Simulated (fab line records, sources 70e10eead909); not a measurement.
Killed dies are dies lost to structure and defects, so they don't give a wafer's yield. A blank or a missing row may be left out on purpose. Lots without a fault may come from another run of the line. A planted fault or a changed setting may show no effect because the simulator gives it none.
fab line records | flow nand_harc
record lots=4 wafers=12 last_day=32
route steps=1302 shown A_CHANNEL_HOLE_D2@580 END@1302
lots that met no fault: from a run of the same line without faults
start_h: hours from the record's first day to the start of the lot's first wafer shown | wait_h: hours since the lot's step before | " the same as in the row above | L1.1+2: a row that stands for several wafers | - no value, or no start given | * or withheld: withheld | < > ~ a bound
route shown NAME@n: a module of which the file shows steps, and the number in the route of the first | usual: mean/standard deviation of fault-free wafers | same: alike in all rows | chamber/n: place in a boat | sites: the reading at each site | _std_site: their standard deviation | _edge_site: outer sites' mean less inner sites' | radius_mm: how far each site lies from the wafer's centre | mask NAME#n: copy n | behind: the tool/chamber that last shaped the wafer | hold: why the lot was held/for how many hours/how that ended | device: the transistor (n, p or np) that didn't switch | end of line: the same wafers' tests at the end of the route | a step without rows: its recipe alone | killed: dies lost to structure and defects at the first sort, not the wafer's yield | map: a wafer's dies, x killed, . not, _ none there
set.NAME: the setting as run; set.NAME@STEP: as run at that earlier step | model.NAME: the simulator's own value behind a step, which no gauge read
lots at some steps of the route; a table a step, a row a wafer
services: from which hour (start_h, from the record's first day; less than 0 if before it) a tool's chamber was out of use, for how many hours, and why
## steps
# step NHARC_A_CHANNEL_HOLE_D2_PEB_08
# recipe peb_temp_c=100 peb_time_s=65
# step NHARC_A_CHANNEL_HOLE_D2_DEVELOP_09
# recipe develop_time_s=35 dev_temp_c=23
# step NHARC_A_CHANNEL_HOLE_D2_DESCUM_15
# recipe time_s=3 o2_flow_sccm=200 ar_flow_sccm=0 bias_power_w=0 chemistry=O2
# step NHARC_A_CHANNEL_HOLE_D2_ETCH_38
# recipe target_depth_a=390 over_etch_frac=0.3 time_s=65 ion_energy_ev=80 cf4_flow_sccm=150 ar_flow_sccm=0 rf_w=300 bias_w=100 chemistry=CF4
# step NHARC_A_CHANNEL_HOLE_D2_ETCH_39
# recipe target_depth_a=2600 over_etch_frac=0.3 time_s=325 ion_energy_ev=200 n2_flow_sccm=150 h2_flow_sccm=150 ar_flow_sccm=0 rf_w=400 bias_w=150 chemistry=N2/H2
# step NHARC_A_CHANNEL_HOLE_D2_ETCH_34
# recipe target_depth_a=1540 time_s=77 cf4_flow_sccm=100 chf3_flow_sccm=30 ar_flow_sccm=0 rf_w=500 bias_w=200 chemistry=CF4/CHF3
# step NHARC_A_CHANNEL_HOLE_D2_ETCH_16
# recipe target_depth_a=31000 over_etch_frac=0.3 time_s=806 ion_energy_ev=150 o2_flow_sccm=400 cos_flow_sccm=20 ar_flow_sccm=0 rf_w=500 bias_w=300 chemistry=O2/COS
# step NHARC_A_CHANNEL_HOLE_D2_ETCH_19
# recipe bias_v=1200 source_w=2500 pressure_mtorr=15 time_s=34.5 ar_flow_sccm=375 c4f8_flow_sccm=28.8 o2_flow_sccm=96.2 temp_c=-20 target_depth_a=* chemistry=C4F8/O2/Ar
# step NHARC_A_CHANNEL_HOLE_D2_ETCH_20
# recipe bias_v=3000 source_w=withheld pressure_mtorr=20 time_s=361.9 ar_flow_sccm=375 c4f8_flow_sccm=89.3 o2_flow_sccm=35.7 temp_c=-20 target_depth_a=16000 chemistry=C4F8/O2/Ar
# usual c4f8_flow_sccm=89.29/0.26 chamber_pressure_mTorr=20.000/0.018 drypump_motor_current_A=6.1/0.35 oes_air_line_au=0.996/0.019 showerhead_plenum_p_Torr=3.63/0.061 throttle_valve_pct=32.155/0.0093
# columns lot.wafer tool chamber start_h wait_h c4f8_flow_sccm chamber_pressure_mTorr drypump_motor_current_A oes_air_line_au rf_hours_counter_h showerhead_plenum_p_Torr throttle_valve_pct
L111.1 har_etch-01 0 416.19 0.1 89.74 19.998 5.7 1.034 226 3.66 32.150
L111.6 " 1 " " 89.04 20.031 6.2 1.025 - 3.55 32.160
L111.5 " 0 " " 89.49 20.020 5.7 1.016 - 3.66 32.150
L112.1 har_etch-01 1 442.27 0.1 - - - - - - -
L112.4 " 1 " " - - - - - - -
L112.6 " 1 " " - - - - - - -
L113.1 har_etch-01 0 446.39 0.1 - - - - - - -
L113.3 " 1 " " - - - - - - -
L113.6 " 1 " " - - - - - - -
L120.2 har_etch-01 0 508.63 0.1 89.10 20.008 5.7 1.002 276 3.63 32.157
L120.4 " 0 " " 89.48 19.984 5.7 0.973 - 3.63 32.160
L120.5 " 0 " " 88.97 20.018 5.7 0.993 - 3.63 32.165
# step NHARC_A_CHANNEL_HOLE_D2_ETCH_21
# recipe bias_v=3000 source_w=withheld pressure_mtorr=20 time_s=514.3 ar_flow_sccm=375 c4f8_flow_sccm=89.3 o2_flow_sccm=35.7 temp_c=-20 target_depth_a=16000 chemistry=C4F8/O2/Ar
# step NHARC_A_CHANNEL_HOLE_D2_ETCH_22
# recipe bias_v=3000 source_w=withheld pressure_mtorr=20 time_s=666.7 ar_flow_sccm=375 c4f8_flow_sccm=89.3 o2_flow_sccm=35.7 temp_c=-20 target_depth_a=16000 chemistry=C4F8/O2/Ar
# step NHARC_A_CHANNEL_HOLE_D2_ETCH_23
# recipe bias_v=5000 source_w=withheld pressure_mtorr=20 time_s=819 ar_flow_sccm=375 c4f8_flow_sccm=89.3 o2_flow_sccm=35.7 temp_c=-20 target_depth_a=16000 chemistry=C4F8/O2/Ar
# step NHARC_A_CHANNEL_HOLE_D2_ETCH_24
# recipe bias_v=5000 source_w=withheld pressure_mtorr=20 time_s=906.2 ar_flow_sccm=375 c4f8_flow_sccm=93.8 o2_flow_sccm=31.2 temp_c=-20 target_depth_a=15000 chemistry=C4F8/O2/Ar
# step NHARC_A_CHANNEL_HOLE_D2_ETCH_25
# recipe bias_v=5000 source_w=withheld pressure_mtorr=20 time_s=1040.2 ar_flow_sccm=375 c4f8_flow_sccm=93.8 o2_flow_sccm=31.2 temp_c=-20 target_depth_a=15000 chemistry=C4F8/O2/Ar
# step NHARC_A_CHANNEL_HOLE_D2_ETCH_26
# recipe bias_v=300 source_w=2000 pressure_mtorr=30 time_s=224.1 ar_flow_sccm=375 c4f8_flow_sccm=11.4 o2_flow_sccm=113.6 temp_c=-20 target_depth_a=3000 chemistry=C4F8/O2/Ar
# step NHARC_A_CHANNEL_HOLE_D2_ETCH_27
# recipe bias_v=400 source_w=2000 pressure_mtorr=25 time_s=90 ar_flow_sccm=375 c4f8_flow_sccm=41.7 o2_flow_sccm=83.3 temp_c=-20 target_depth_a=4000 chemistry=C4F8/O2/Ar
# step NHARC_A_CHANNEL_HOLE_D2_STRIP_41
# recipe n2_flow_sccm=150 h2_flow_sccm=150 ar_flow_sccm=0 bias_w=0 chemistry=N2/H2
# step NHARC_A_CHANNEL_HOLE_D2_STRIP_42
# recipe cf4_flow_sccm=100 chf3_flow_sccm=30 ar_flow_sccm=0 bias_w=0 chemistry=CF4/CHF3
# step NHARC_A_CHANNEL_HOLE_D2_STRIP_43
# recipe o2_flow_sccm=400 cos_flow_sccm=20 ar_flow_sccm=0 bias_w=0 chemistry=O2/COS
# step NHARC_A_CHANNEL_HOLE_D2_ETCH_44
# recipe target_depth_a=1400 overetch_a=140 time_s=77 ion_energy_ev=100 cf4_flow_sccm=80 o2_flow_sccm=20 ar_flow_sccm=0 rf_w=300 bias_w=100 chemistry=CF4/O2
# usual bias_w=100.0/0.33 cf4_flow_sccm=79.98/0.22 drypump_motor_current_A=5.7/0.41 oes_product_au=1.000/0.0087 rf_vpp_V=198.0/1.4 showerhead_plenum_p_Torr=1.34/0.056 throttle_valve_pct=13.398/0.0089
# columns lot.wafer tool chamber start_h wait_h bias_w cf4_flow_sccm drypump_motor_current_A oes_product_au rf_hours_counter_h rf_vpp_V showerhead_plenum_p_Torr throttle_valve_pct model.A_CHANNEL_HOLE_D2.cd_nm
L111.1 rie_diel-03 1 420.77 0.1 99.6 79.93 6.1 0.999 10.2 198.4 1.37 13.413 89.65
L111.5 " 2 " " 100.1 79.86 4.9 0.984 - 197.6 1.37 13.393 90.06
L111.6 " 3 " " 100.1 79.99 6.1 1.006 - 196.5 1.26 13.396 91.8
L112.4 rie_diel-10 1 446.85 0.1 100.0 80.06 5.5 1.009 1.8 198.3 1.33 13.399 101.4
L112.1 " 2 " " 100.2 80.09 5.8 0.998 1.5 199.2 1.35 13.407 101.9
L112.6 " 0 " " 100.2 79.71 6.0 1.006 - 199.4 1.43 13.382 99.5
L113.3 rie_diel-08 1 450.99 0.1 100.0 80.48 6.1 1.010 4.6 197.8 1.28 13.395 101.5
L113.1 " 3 " " 99.9 80.01 5.0 0.994 4.5 196.8 1.28 13.413 100.5
L113.6 " 2 " " 100.2 79.96 6.2 1.013 - 199.8 1.42 13.390 97.69
L120.2 rie_diel-10 2 513.14 0.1 99.9 80.10 5.8 0.997 4.3 198.1 1.35 13.402 91.33
L120.4 " 1 " " 100.0 79.99 5.5 0.989 6.0 199.7 1.33 13.394 90.52
L120.5 " 3 " " 99.5 79.65 5.6 1.001 - 195.7 1.30 13.401 90.74
# step NHARC_A_CHANNEL_HOLE_D2_STRIP_28
# recipe o2_flow_sccm=500 ar_flow_sccm=0 bias_w=0 chemistry=O2
# step NHARC_A_CHANNEL_HOLE_D2_PRECLEAN_29
# recipe time_s=* temp_c=50 bath_age_min=0 chemistry=SC1
# step NHARC_A_CHANNEL_HOLE_D2_SRD_30
# step NHARC_A_CHANNEL_HOLE_D2_CD_MEAS_31
# usual cd_nm=90.0/1.1
# columns lot.wafer tool chamber start_h wait_h cd_nm
L111.1 cd_sem-03 - 421.55 - 89.5
L111.5 " - " " 89.4
L111.6 " - " " 91.5
L112.1 cd_sem-03 - 447.63 - 1.3
L112.4 " - " " -0.2
L112.6 " - " " 0.5
L113.1 cd_sem-01 - 451.79 - -0.4
L113.3 " - " " 0.2
L113.6 " - " " 0.0
L120.2 cd_sem-03 - 513.95 - 92.1
L120.4 " - " " 89.5
L120.5 " - " " 90.0
# step NHARC_A_CHANNEL_HOLE_D2_XSEM_32
# recipe landing_energy_ev=35000
# usual bot_cd_nm=74.6/1.3 bow_nm=8.62/0.25 tilt_deg=0.06/0.049
# columns lot.wafer tool chamber start_h wait_h bot_cd_nm bow_nm tilt_deg
L111.1 xsem-02 0 421.64 0.1 74.3 8.56 0.08
L111.5 " 0 " " 74.0 8.58 0.08
L111.6 " 0 " " 76.9 8.56 0.08
L112.1 xsem-01 0 447.71 0.1 0.7 0.00 0.11
L112.4 " 0 " " 0.0 0.00 0.11
L112.6 " 0 " " 0.0 0.00 0.11
L113.1 xsem-02 0 451.88 0.1 0.0 0.62 0.05
L113.3 " 0 " " 0.8 0.62 0.06
L113.6 " 0 " " 0.5 0.62 0.06
L120.2 xsem-01 0 514.06 0.1 75.8 8.70 0.13
L120.4 " 0 " " 74.2 8.81 0.13
L120.5 " 0 " " 73.3 8.80 0.13
# step NHARC_END_SORT_01
# recipe temp_c=25
# usual killed_at_array=53/18 killed_at_other=1.0/1.2 killed_at_periphery=3.6/2.4 killed_dies=58/18 killed_open=3.4/1.8 killed_short=2.3/1.5
# same gross_dies=677
# columns lot.wafer tool chamber start_h wait_h killed_at_array killed_at_other killed_at_periphery killed_dies killed_open killed_short
L111.5 prober-02 0 686.95 3.7 59 2 7 68 2 1
L112.1 prober-01 0 716.90 2.5 672 1 4 677 5 3
L112.4 prober-01 0 719.27 3.4 673 0 4 677 2 1
L112.6 prober-01 0 720.86 4.0 671 1 5 677 0 2
L113.1 prober-02 0 716.93 2.5 672 0 5 677 3 1
L113.3 prober-02 0 718.53 3.1 671 0 6 677 4 2
L113.6 prober-02 0 720.93 4.0 667 2 8 677 5 3
# killed by level:class
L111.5 A_CHANNEL_HOLE_D1:chamber_film_flake=35 A_CHANNEL_HOLE_D2:chamber_film_flake=11 A_CONTACT:chamber_film_flake=4 P_STI:chamber_film_flake=3 P_M0:chamber_film_flake=2 A_SLIT:chamber_film_flake=2 A_CHANNEL_FILL_D2:chamber_film_flake=2 A_WL_FILL:chamber_film_flake=2
L112.1 A_CHANNEL_HOLE_D2:area_etch=598 A_CHANNEL_HOLE_D1:chamber_film_flake=26 A_SLIT:chamber_film_flake=19 A_CHANNEL_HOLE_D2:chamber_film_flake=10 A_CONTACT:chamber_film_flake=6 A_BONDPAD:chamber_film_flake=3 A_STAIRCASE:chamber_film_flake=2 P_GATE:geometric_particle:open=1
L113.1 A_CHANNEL_HOLE_D2:area_etch=621 A_CHANNEL_HOLE_D1:chamber_film_flake=24 A_CHANNEL_HOLE_D2:chamber_film_flake=11 A_SLIT:chamber_film_flake=5 A_STAIRCASE:chamber_film_flake=4 P_M0:geometric_particle:short=1 A_ONON_D1:geometric_particle:open=1 A_CHANNEL_FILL_D2:geometric_particle:open=1
L113.3 A_CHANNEL_HOLE_D2:area_etch=601 A_CHANNEL_HOLE_D1:chamber_film_flake=36 A_CHANNEL_HOLE_D2:chamber_film_flake=13 A_SLIT:chamber_film_flake=9 P_CONTACT:chamber_film_flake=3 P_ZERO_WELL:chamber_film_flake=2 A_CHANNEL_FILL_D1:geometric_particle:short=1 A_CHANNEL_FILL_D1:geometric_particle:open=1
L112.4 A_CHANNEL_HOLE_D2:area_etch=585 A_CHANNEL_HOLE_D1:chamber_film_flake=35 A_SLIT:chamber_film_flake=22 A_CHANNEL_HOLE_D2:chamber_film_flake=10 A_BONDPAD:chamber_film_flake=8 A_CONTACT:chamber_film_flake=5 P_CONTACT:chamber_film_flake=3 A_M0:chamber_film_flake=2
L112.6 A_CHANNEL_HOLE_D2:area_etch=600 A_CHANNEL_HOLE_D1:chamber_film_flake=29 A_SLIT:chamber_film_flake=22 A_CHANNEL_HOLE_D2:chamber_film_flake=8 A_CONTACT:chamber_film_flake=4 A_BONDPAD:chamber_film_flake=4 P_GATE:chamber_film_flake=2 P_CONTACT:chamber_film_flake=2
L113.6 A_CHANNEL_HOLE_D2:area_etch=611 A_CHANNEL_HOLE_D1:chamber_film_flake=22 A_CHANNEL_HOLE_D2:chamber_film_flake=14 A_SLIT:chamber_film_flake=6 P_CONTACT:chamber_film_flake=5 P_GATE:chamber_film_flake=2 A_CHANNEL_FILL_D2:chamber_film_flake=2 A_STAIRCASE:chamber_film_flake=2
# map L112.1 (x killed, . not)
____________x____________
_________xxxxxxx_________
_______xxxxxxxxxxx_______
______xxxxxxxxxxxxx______
_____xxxxxxxxxxxxxxx_____
____xxxxxxxxxxxxxxxxx____
____xxxxxxxxxxxxxxxxx____
___xxxxxxxxxxxxxxxxxxx___
___xxxxxxxxxxxxxxxxxxx___
__xxxxxxxxxxxxxxxxxxxxx__
__xxxxxxxxxxxxxxxxxxxxx__
_xxxxxxxxxxxxxxxxxxxxxxx_
_xxxxxxxxxxxxxxxxxxxxxxx_
_xxxxxxxxxxxxxxxxxxxxxxx_
_xxxxxxxxxxxxxxxxxxxxxxx_
_xxxxxxxxxxxxxxxxxxxxxxx_
xxxxxxxxxxxxxxxxxxxxxxxxx
xxxxxxxxxxxxxxxxxxxxxxxxx
xxxxxxxxxxxxxxxxxxxxxxxxx
xxxxxxxxxxxxxxxxxxxxxxxxx
xxxxxxxxxxxxxxxxxxxxxxxxx
_xxxxxxxxxxxxxxxxxxxxxxx_
_xxxxxxxxxxxxxxxxxxxxxxx_
_xxxxxxxxxxxxxxxxxxxxxxx_
_xxxxxxxxxxxxxxxxxxxxxxx_
_xxxxxxxxxxxxxxxxxxxxxxx_
__xxxxxxxxxxxxxxxxxxxxx__
__xxxxxxxxxxxxxxxxxxxxx__
___xxxxxxxxxxxxxxxxxxx___
___xxxxxxxxxxxxxxxxxxx___
____xxxxxxxxxxxxxxxxx____
____xxxxxxxxxxxxxxxxx____
_____xxxxxxxxxxxxxxx_____
______xxxxxxxxxxxxx______
_______xxxxxxxxxxx_______
_________xxxxxxx_________
____________x____________
# map L113.1 (x killed, . not)
____________x____________
_________xxxxxxx_________
_______xxxxxxxxxxx_______
______xxxxxxxxxxxxx______
_____xxxxxxxxxxxxxxx_____
____xxxxxxxxxxxxxxxxx____
____xxxxxxxxxxxxxxxxx____
___xxxxxxxxxxxxxxxxxxx___
___xxxxxxxxxxxxxxxxxxx___
__xxxxxxxxxxxxxxxxxxxxx__
__xxxxxxxxxxxxxxxxxxxxx__
_xxxxxxxxxxxxxxxxxxxxxxx_
_xxxxxxxxxxxxxxxxxxxxxxx_
_xxxxxxxxxxxxxxxxxxxxxxx_
_xxxxxxxxxxxxxxxxxxxxxxx_
_xxxxxxxxxxxxxxxxxxxxxxx_
xxxxxxxxxxxxxxxxxxxxxxxxx
xxxxxxxxxxxxxxxxxxxxxxxxx
xxxxxxxxxxxxxxxxxxxxxxxxx
xxxxxxxxxxxxxxxxxxxxxxxxx
xxxxxxxxxxxxxxxxxxxxxxxxx
_xxxxxxxxxxxxxxxxxxxxxxx_
_xxxxxxxxxxxxxxxxxxxxxxx_
_xxxxxxxxxxxxxxxxxxxxxxx_
_xxxxxxxxxxxxxxxxxxxxxxx_
_xxxxxxxxxxxxxxxxxxxxxxx_
__xxxxxxxxxxxxxxxxxxxxx__
__xxxxxxxxxxxxxxxxxxxxx__
___xxxxxxxxxxxxxxxxxxx___
___xxxxxxxxxxxxxxxxxxx___
____xxxxxxxxxxxxxxxxx____
____xxxxxxxxxxxxxxxxx____
_____xxxxxxxxxxxxxxx_____
______xxxxxxxxxxxxx______
_______xxxxxxxxxxx_______
_________xxxxxxx_________
____________x____________
## services
# columns tool chamber start_h hours kind
rie_diel-10 0 398.79 - clean
rie_diel-10 1 398.79 - clean
rie_diel-10 2 398.79 - clean
rie_diel-10 3 398.79 - clean
rie_diel-08 0 405.60 8.6 repair
rie_diel-10 - 418.72 0.5 repair
rie_diel-10 - 419.77 9.0 pm
rie_diel-10 0 419.77 9.0 vent_cycle
rie_diel-10 1 419.77 9.0 vent_cycle
rie_diel-10 2 419.77 9.0 vent_cycle
rie_diel-10 3 419.77 9.0 vent_cycle
rie_diel-10 0 428.77 - clean
rie_diel-10 1 428.77 - clean
rie_diel-10 2 428.77 - clean
rie_diel-10 3 428.77 - clean
rie_diel-10 0 432.07 3.8 repair
rie_diel-08 - 433.83 0.6 repair
rie_diel-03 0 447.48 4.9 repair
rie_diel-10 2 452.95 13.8 repair
rie_diel-10 0 453.27 - clean
rie_diel-03 - 458.48 9.0 pm
rie_diel-03 1 495.07 9.6 repair
rie_diel-08 1 501.24 4.5 repair
rie_diel-08 - 501.71 0.4 repair
## key
first_sign step=NHARC_A_CHANNEL_HOLE_D2_ETCH_20 reading=tool_record direction=missing
effect step=NHARC_A_CHANNEL_HOLE_D2_CD_MEAS_31 reading=cd_nm direction=down sigmas=82 usual=90.0 struck=0.2
effect step=NHARC_A_CHANNEL_HOLE_D2_XSEM_32 reading=bot_cd_nm direction=down sigmas=56 usual=74.6 struck=0.3
effect step=NHARC_END_SORT_01 reading=killed_at_array direction=up sigmas=35 usual=53 struck=671
model_effect step=NHARC_A_CHANNEL_HOLE_D2_ETCH_44 value=A_CHANNEL_HOLE_D2.cd_nm without=89.34 struck=100.4
more_kills_born_at NHARC_A_CHANNEL_HOLE_D2_ETCH_20@har_etch-01=3616
met_at NHARC_A_CHANNEL_HOLE_D2_ETCH_20
struck_wafers L112.1,L112.4,L112.6,L113.1,L113.3,L113.6
later_rows_left_out L112.1,L112.4,L112.6,L113.1,L113.3,L113.6
tester_left_out L112,L113
onset_between 416.19 442.27
fault kind=skipped_step_whole tool=har_etch-01 chamber=- onset_h=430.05 steps=NHARC_A_CHANNEL_HOLE_D2_ETCH_20 scope=struck_lots_only
# tester_left_out: of these lots the tester's yield and bins aren't shown, on N5 and GAA mostly nor the transistor test; their killed dies are dies lost to structure and defects alone, not to doping, threshold or leakage, so they don't give the yield
# later_rows_left_out: the simulator's readings of these wafers behind a module that went badly wrong aren't trusted and aren't shown, but for the sort
